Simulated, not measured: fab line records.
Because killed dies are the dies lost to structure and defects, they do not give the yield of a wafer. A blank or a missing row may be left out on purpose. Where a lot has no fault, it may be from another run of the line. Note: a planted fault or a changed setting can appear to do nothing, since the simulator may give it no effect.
A struck lot beside a sound one :: flow n5_finfet :: 27 out of 1938 route steps
Sound: these wafers, L115.3, L115.4, L115.6. Wafers struck: L124.3, L124.5, L124.6. The cause comes at the end.
Order at every step that has rows: each side's tool, ch and its chambers, its first start. Under that, the readings that differ: sound wafers :: struck wafers :: difference of the means :: sigmas: that difference in standard deviations of wafers without a fault.
alike: readings with means less than 2 such deviations apart, plus words and numbers identical on both sides. not compared: withheld readings, readings lacking a value on some wafer, bounds such as >300 that could conceal the same value, and numbers that have no deviation in the record and whose values overlap.
A row with sigmas, a row that says differs or no value, or rows on one side alone: a step with any of these is where the two part. When numbers do not overlap yet have no deviation, they are printed without sigmas and do not part them. A reading missing from all wafers of one side parts the sides only when that side holds two or more wafers.

N5_BEOL_M5_PRE_CLEAN_77: time 15 s.
  sound on cvd_co-01 ch 0,1, day 10 17:25; struck on cvd_co-02 ch 0,1, day 13 23:56
  alike: heater_power_w
N5_BEOL_M5_CO_CAP_78: material Co, precursor CCTBA/H2, target thk 2 nm, time 102.1 s.
  sound on cvd_co-01 ch 0,1, day 10 17:29; struck on cvd_co-02 ch 0,1, day 14 00:01
  alike: chamber_pressure_Torr, heater_power_w
then, 1 step without rows for these wafers: N5_BEOL_M5_PRE_CLEAN_55 (time 15 s).
N5_BEOL_M5_DEP_56: deposits SiCN from 3MS/NH3, target thk 8 nm, time 14 s.
  sound on pecvd-04 ch 0,1, day 10 17:38; struck on pecvd-04 ch 0,1, day 14 00:09
  alike: chamber_pressure_Torr, showerhead_plenum_p_Torr, throttle_valve_pct
N5_BEOL_M5_RS_MEAS_57: the measuring method here is four-point-probe.
  sound on film_metro-01, day 10 17:43; struck on film_metro-02, day 14 00:13
  alike: M5_RS
N5_BEOL_M5_INSPECT_58: inspects for defects (darkfield).
  sound on defect_inspect-01, day 10 17:44; struck on defect_inspect-02, day 14 00:14
  alike: raw_defect_count
then, 2 steps without rows for these wafers: N5_BEOL_M6_ILD_DEP_00 (deposits SiCOH lowk from DEMS/porogen, target thk 179.75 nm, time 33.4 s); N5_BEOL_M6_CURE_74 (cures SiCOH lowk, time 240 s).
N5_BEOL_M6_THK_MEAS_01:
  sound on film_metro-02, day 10 18:21; struck on film_metro-01, day 14 00:51
  alike: M6_ILD_THK
then, 1 step without rows for these wafers: N5_BEOL_M6_PECVD_70 (deposits SiO2 from TEOS/O2, target thk 20 nm, time 22.7 s).
N5_BEOL_M6_HM_DEP_02: deposits TiN, target thk 20 nm.
  sound on pvd_sputter-02, day 10 19:01; struck on pvd_sputter-02, day 14 02:17
  alike: throttle_valve_pct
then, 1 step without rows for these wafers: N5_BEOL_M6_COAT_59 (time 60 s, resist thk 100 nm).
N5_BEOL_M6_COAT_60: time 60 s, resist thk 35 nm.
  sound on litho_track-05 ch 0, day 10 19:09; struck on litho_track-01 ch 0, day 14 02:25
reading: spin_speed_rpm (rpm)
sound: 1500.3 1500.6 1500.3
struck: 952.4 954.3 954.7
difference: -546.6
sigmas: -99 or more

reading: model.SiARC_of_BEOL_M6_COAT_60.thk_nm (nm)
sound: 35.2 35.2 35.2
struck: 43.6 43.6 43.6
difference: +8.4
sigmas: 
then, 6 steps without rows for these wafers: N5_BEOL_M6_COAT_05 (resist thk 90 nm); N5_BEOL_M6_EBR_07; N5_BEOL_M6_SOFTBAKE_06 (time 60 s); N5_BEOL_M6_EXPOSE_08 (exposes mask M6); N5_BEOL_M6_PEB_09 (peb time 60 s); N5_BEOL_M6_DEVELOP_10 (develop time 30 s).
N5_BEOL_M6_CD_MEAS_11: the cd target is 38.5 nm.
  sound on cd_sem-03 ch 0, day 10 19:31; struck on cd_sem-03 ch 0, day 14 02:40
  alike: cd_nm
N5_BEOL_M6_OVL_MEAS_12:
  sound on overlay-01 ch 0, day 10 19:33; struck on overlay-01 ch 0, day 14 02:41
  alike: M6_OVL
N5_BEOL_M6_INSPECT_13: inspects for defects (brightfield).
  sound on defect_inspect-01, day 10 19:34; struck on defect_inspect-01, day 14 02:43
  alike: raw_defect_count
N5_BEOL_M6_DESCUM_16: chemistry O2, time 7.9 s.
  sound on rie_diel-04 ch 0,2, day 10 19:37; struck on rie_diel-02 ch 2,3, day 14 02:44
  alike: drypump_motor_current_A, oes_product_au, rf_vpp_V, showerhead_plenum_p_Torr, throttle_valve_pct
  not compared: rf_hours_counter_h
N5_BEOL_M6_ETCH_61: etches SiARC in CF4, target depth 45.5 nm, time 75.8 s.
  sound on rie_diel-04 ch 0,2, day 10 19:38; struck on rie_diel-02 ch 2,3, day 14 02:47
reading: etch_rf_on_time_s (s)
sound: 77.4 76.0 77.2
struck: 96.1 95.5 97.0
difference: +19.3
sigmas: +12

reading: model.etch.depth_nm (nm)
sound: 35.17 35.25 35.11
struck: 43.62 43.58 43.59
difference: +8.42
sigmas: 

reading: model.CAR-ArF_of_BEOL_M6_COAT_05.thk_nm (nm)
sound: 51.2 51.2 50.8
struck: 43 43 43
difference: -8
sigmas: 
  alike: drypump_motor_current_A, oes_product_au, rf_vpp_V, showerhead_plenum_p_Torr, throttle_valve_pct
  not compared: rf_hours_counter_h
N5_BEOL_M6_ETCH_62: etches SOC in N2/H2, target depth 110 nm, overetch 22 nm, time 165 s.
  sound on rie_diel-04 ch 0,2, day 10 19:42; struck on rie_diel-02 ch 2,3, day 14 02:50
reading: model.SiARC_of_BEOL_M6_COAT_60.thk_nm (nm)
sound: 28.4 28.6 28.4
struck: 37 37 37.2
difference: +9
sigmas: 
  alike: drypump_motor_current_A, oes_product_au, rf_vpp_V, showerhead_plenum_p_Torr, throttle_valve_pct
  not compared: rf_hours_counter_h
then, 1 step without rows for these wafers: N5_BEOL_M6_STRIP_68 (strips in N2/H2).
N5_PASSIVATION_PROBE_49:
  the record holds rows for the sound wafers here (prober-02, day 14 05:32) but none for the struck ones

== WHERE THEY PART ==
Earliest at N5_BEOL_M6_COAT_60; latest, in this record, at N5_PASSIVATION_PROBE_49.

WHY: what had been put in by the simulator
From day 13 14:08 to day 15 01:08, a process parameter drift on litho_track-01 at N5_BEOL_M6_COAT_60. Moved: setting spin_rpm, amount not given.
